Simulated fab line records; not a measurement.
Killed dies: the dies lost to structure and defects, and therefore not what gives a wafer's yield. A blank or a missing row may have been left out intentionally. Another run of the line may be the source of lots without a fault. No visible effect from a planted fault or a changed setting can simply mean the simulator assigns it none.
Matching of chambers    flow n5Finfet    N5_FIN_SAQP_MANDREL_ETCH_58 on rieSi-03 has 4 sister chambers
The step etches a-Si in HBr/Cl2, stops on SiNx, target depth 45 nm, bt time 10 s, time 27 s. 16 wafers are shown with their chamber, then 8 later ones without.

EACH WAFER AND ITS CHAMBER
wafer   chamber  drypumpMotorCurrentA (A)  throttleValvePct (%)  oesProductAu (a.u.)
L075.1  3        5.4                       34.85                 0.705
L075.3  2        6.7                       35.51                 0.698
L075.5  1        5.5                       35.38                 0.713
L081.2  0        5.2                       35.55                 0.680
L081.4  1        5.5                       35.38                 0.707
L081.5  1        5.5                       35.37                 0.711
L088.1  3        5.4                       34.83                 0.707
L088.2  1        5.5                       35.38                 0.708
L088.4  0        5.3                       35.54                 0.686
L089.2  1        5.5                       35.39                 0.704
L089.3  2        6.7                       35.50                 0.694
L089.5  3        5.4                       34.83                 0.720
L091.3  1        5.5                       35.39                 0.706
L091.4  2        6.7                       35.48                 0.700
L091.6  3        5.4                       34.85                 0.712
L093.4  2        6.7                       35.49                 0.695

SIGNATURES (averages over the wafers above)
reading               chamber 0  chamber 1  chamber 2  chamber 3  scatter within a chamber
drypumpMotorCurrentA  5.250      5.500      6.700      5.400      0.0204
throttleValvePct      35.5450    35.3817    35.4950    34.8400    0.0101
oesProductAu          0.68300    0.70817    0.69675    0.71100    0.00437
Rule: for a wafer and a chamber, the distance is found by dividing, reading by reading, the gap between the wafer's reading and the chamber's mean by the reading's scatter, squaring, summing and taking the root. The wafer belongs to the nearest chamber; if the next one is less than 2 further off, it can't be placed. The scatter: take each reading less its chamber's mean, square it, sum over the shown wafers, divide by the number of wafers less the number of chambers, and take the root.

WAFERS WHOSE CHAMBER IS MISSING
wafer   drypumpMotorCurrentA (A)  throttleValvePct (%)  oesProductAu (a.u.)
L093.5  5.4                       34.83                 0.726
L093.6  5.5                       35.37                 0.705
L094.2  5.5                       35.39                 0.706
L094.3  6.7                       35.50                 0.685
L094.4  6.7                       35.49                 0.700
L096.1  5.3                       35.25                 0.709
L096.2  6.7                       35.48                 0.697
L096.6  5.3                       35.24                 0.730

THE CHAMBER EACH PASSED THROUGH
wafer    from the rows above   in truth
L093.5   3                     3
L093.6   1                     1
L094.2   1                     1
L094.3   2                     2
L094.4   2                     2
L096.1   1                     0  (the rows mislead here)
L096.2   2                     2
L096.6   1                     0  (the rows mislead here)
Correctly placed: 6 of 8. Not placeable from these rows: 0. Number placed wrongly: 2.
